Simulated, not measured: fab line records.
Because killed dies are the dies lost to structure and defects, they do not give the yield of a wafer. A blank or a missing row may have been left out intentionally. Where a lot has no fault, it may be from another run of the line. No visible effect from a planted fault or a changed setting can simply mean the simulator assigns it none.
A struck lot beside a sound one ; flow nand harc ; 14 out of 1302 route steps
Sound: wafers L567.2, L567.3, L567.4. Wafers L585.2, L585.3, L585.6 were the ones struck. The cause is named last.
Order at every step that has rows: each side's tool, ch and its chambers, its first start. Under that, the readings that differ: sound wafers ; struck wafers ; difference of the means ; sigmas: that difference in standard deviations of wafers without a fault.
alike: words and numbers the same on both sides, and readings whose means are apart by under 2 such deviations; not compared: readings that were withheld, readings missing a value for some wafer, numbers with overlapping values and no deviation given by the record, and bounds like >300 which may hide the same value.
The two part at a step that has a row with sigmas, a row that says differs or no value, or rows on one side only. When numbers do not overlap yet have no deviation, they are printed without sigmas and do not part them. A reading missing from all wafers of one side parts the sides only when that side holds two or more wafers.

NHARC_A_M1_DESCUM_14: chemistry O2, time 3 s.
  sound on rie diel-02 ch 1,2,3, day 23 12:41; struck on rie diel-04 ch 0,1,3, day 30 23:40
  alike: drypump motor current A, oes product au, rf vpp V, showerhead plenum p Torr, throttle valve pct
  not compared: rf hours counter h
then, 1 step without rows for these wafers: NHARC_A_M1_ETCH_35 (etches the open film in N2/H2, target depth 40 nm, overetch 12 nm, time 43.94 s).
NHARC_A_M1_ETCH_15: etches the open film in C4F8/Ar, target depth 182.5 nm, time 91.2 s.
  sound: rie diel-02 ch 0,1,2; struck: rie diel-04 ch 0,1,2
  alike: oes product au, rf vpp V
  not compared: rf hours counter h
NHARC_A_M1_CD_MEAS_16:
  sound on cd sem-01 at day 23 12:59; struck on cd sem-03 at day 30 23:58
  alike: cd nm
then, 4 steps without rows for these wafers: NHARC_A_M1_STRIP_18 (strips in N2/H2); NHARC_A_M1_ETCH_28 (etches the open film in CF4/N2, target depth 30 nm, time 72.99 s); NHARC_A_M1_STRIP_19 (strips in post etch residue remover, time 600 s); NHARC_A_M1_DEGAS_29 (time 60 s).
NHARC_A_M1_PRE_CLEAN_30: time 30 s.
  sound on pvd sputter-03; struck on pvd sputter-01
  alike: heater power w
NHARC_A_M1_PVD_20: deposits TaN, target thk 5 nm, time 8.06 s.
  sound on pvd sputter-03; struck on pvd sputter-01
  alike: throttle valve pct
NHARC_A_M1_PVD_21: deposits Cu, target thk 30 nm, time 20.49 s.
  sound on pvd sputter-03; struck on pvd sputter-01
  alike: throttle valve pct
then, 1 step without rows for these wafers: NHARC_A_M1_ECD_22 (material Cu, target thk 400 nm).
NHARC_A_M1_ANNEAL_31: time 90 s.
  sound on rtp anneal-02 ch 0, day 23 14:35; struck on rtp anneal-01, day 31 01:30
  no value came back on the struck wafers for anneal temp c (C), anneal temp c max, time s (s), wafer_temp_C_max; on the sound wafers anneal temp c (C) reads 224.88 224.87 225.04
then, 1 step without rows for these wafers: NHARC_A_M1_CMP_23 (polishes, t overpolish 20 s, target thk 154.34 nm).

## WHERE THEY PART
NHARC_A_M1_ANNEAL_31 only, going by this record.

WHY: what had been put in by the simulator
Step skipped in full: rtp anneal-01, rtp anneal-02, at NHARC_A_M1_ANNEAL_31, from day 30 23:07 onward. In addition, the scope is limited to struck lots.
